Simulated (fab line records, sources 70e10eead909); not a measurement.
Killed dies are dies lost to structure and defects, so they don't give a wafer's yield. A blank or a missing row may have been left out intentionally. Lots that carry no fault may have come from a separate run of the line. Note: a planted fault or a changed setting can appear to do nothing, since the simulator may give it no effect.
Chamber matching -- flow nandHarc -- NHARC_A_CHANNEL_FILL_D1_ALD_25 on aldHk-04 has 4 sister chambers
The step deposits SiOx, target thk 60 nm, pulse time 10 s, ald cycles 600. 8 wafers are shown with their chamber, then 11 later ones without.

== WAFERS PAIRED WITH THEIR CHAMBERS ==
wafer,chamber,heaterPowerW (W),precursorPulseHeightRel
L077.2,3,567,1.010
L083.4,0,459,1.015
L083.2,2,540,0.983
L083.3,3,524,1.012
L084.3,1,472,1.050
L084.5,0,462,0.990
L084.6,1,459,1.005
L085.2,2,534,0.983

== WAFERS WITHOUT THEIR CHAMBER ==
wafer,heaterPowerW (W),precursorPulseHeightRel
L085.1,466,0.997
L085.6,456,0.990
L086.4,529,0.995
L086.5,461,0.991
L086.6,458,0.992
L097.2,526,0.997
L097.3,539,1.006
L097.1,482,1.007
L097.4,484,1.004
L097.6,535,0.998
L097.5,547,1.026

== WHICH CHAMBER EACH ONE RAN IN ==
wafer,from the rows above,in truth
L085.1,can't be placed: 0 or 1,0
L085.6,can't be placed: 0 or 1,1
L086.4,can't be placed: 2 or 3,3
L086.5,can't be placed: 0 or 1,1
L086.6,can't be placed: 0 or 1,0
L097.2,can't be placed: 2 or 3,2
L097.3,can't be placed: 3 or 2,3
L097.1,can't be placed: 0 or 1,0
L097.4,can't be placed: 0 or 1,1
L097.6,can't be placed: 2 or 3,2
L097.5,can't be placed: 3 or 2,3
0 of 11 placed correctly. Cannot be placed on the basis of these rows: 11; the candidates contain the true chamber in 11. Number placed wrongly: 0.
How it was worked out, from the rows above alone: a wafer's distance from a chamber is the root of the sum, over the readings, of the square of ((its reading less the chamber's mean) divided by the reading's scatter). If the next closest chamber is less than 2 further off than the closest, the wafer can't be placed; otherwise it belongs to the closest. A chamber's mean is the mean of its shown wafers. The scatter: the root of (the sum of the squares of (reading less its chamber's mean) over the shown wafers, divided by (wafers less chambers)).
